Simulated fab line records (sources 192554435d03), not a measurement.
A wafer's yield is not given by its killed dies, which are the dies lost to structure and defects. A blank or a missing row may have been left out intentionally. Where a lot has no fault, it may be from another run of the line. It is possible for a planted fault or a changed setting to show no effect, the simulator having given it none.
Chamber matching + flow n5-finfet + 4 sister chambers for N5_BEOL_M10_ETCH_61 on rie-diel-02
The step etches SiARC in CF4, target depth 39 nm, time 65 s. 8 wafers are shown with their chamber, then 9 later ones without.

## WAFERS PAIRED WITH THEIR CHAMBERS
| wafer  | chamber | showerhead-plenum-p-Torr (Torr) | throttle-valve-pct (%) |
|--------|---------|---------------------------------|------------------------|
| L080.6 | 1       | 2.18                            | 15.40                  |
| L088.5 | 1       | 2.18                            | 15.41                  |
| L090.2 | 2       | 2.20                            | 15.91                  |
| L090.3 | 3       | 2.18                            | 15.61                  |
| L090.4 | 0       | 2.03                            | 15.74                  |
| L089.3 | 3       | 2.18                            | 15.63                  |
| L089.4 | 0       | 2.03                            | 15.75                  |
| L089.5 | 2       | 2.19                            | 15.91                  |

## WAFERS MISSING THEIR CHAMBER
| wafer  | showerhead-plenum-p-Torr (Torr) | throttle-valve-pct (%) |
|--------|---------------------------------|------------------------|
| L091.1 | 2.17                            | 15.43                  |
| L091.3 | 2.19                            | 15.92                  |
| L091.4 | 2.17                            | 15.42                  |
| L093.1 | 2.02                            | 15.78                  |
| L093.2 | 2.17                            | 15.64                  |
| L093.3 | 2.17                            | 15.45                  |
| L095.2 | 2.17                            | 15.45                  |
| L095.4 | 2.02                            | 15.80                  |
| L095.5 | 2.17                            | 15.46                  |

## WHICH CHAMBER EACH WENT THROUGH
| wafer  | from the rows above | in truth |
|--------|---------------------|----------|
| L091.1 | 1                   | 1        |
| L091.3 | 2                   | 2        |
| L091.4 | 1                   | 1        |
| L093.1 | 0                   | 0        |
| L093.2 | 3                   | 3        |
| L093.3 | 1                   | 1        |
| L095.2 | 1                   | 1        |
| L095.4 | 0                   | 0        |
| L095.5 | 1                   | 1        |
Correctly placed: 9 of 9. Number that these rows cannot place: 0. 0 placed wrongly.
How it was worked out, from the rows above alone: a wafer's distance from a chamber is the root of the sum, over the readings, of the square of ((its reading less the chamber's mean) divided by the reading's scatter). The wafer belongs to the nearest chamber; if the next one is less than 2 further off, it can't be placed. For every chamber, the mean is computed from those of its wafers that are shown. How the scatter is found: for the shown wafers, subtract from each reading the mean of its chamber, square and add these, divide the total by (wafers less chambers), then take the root.
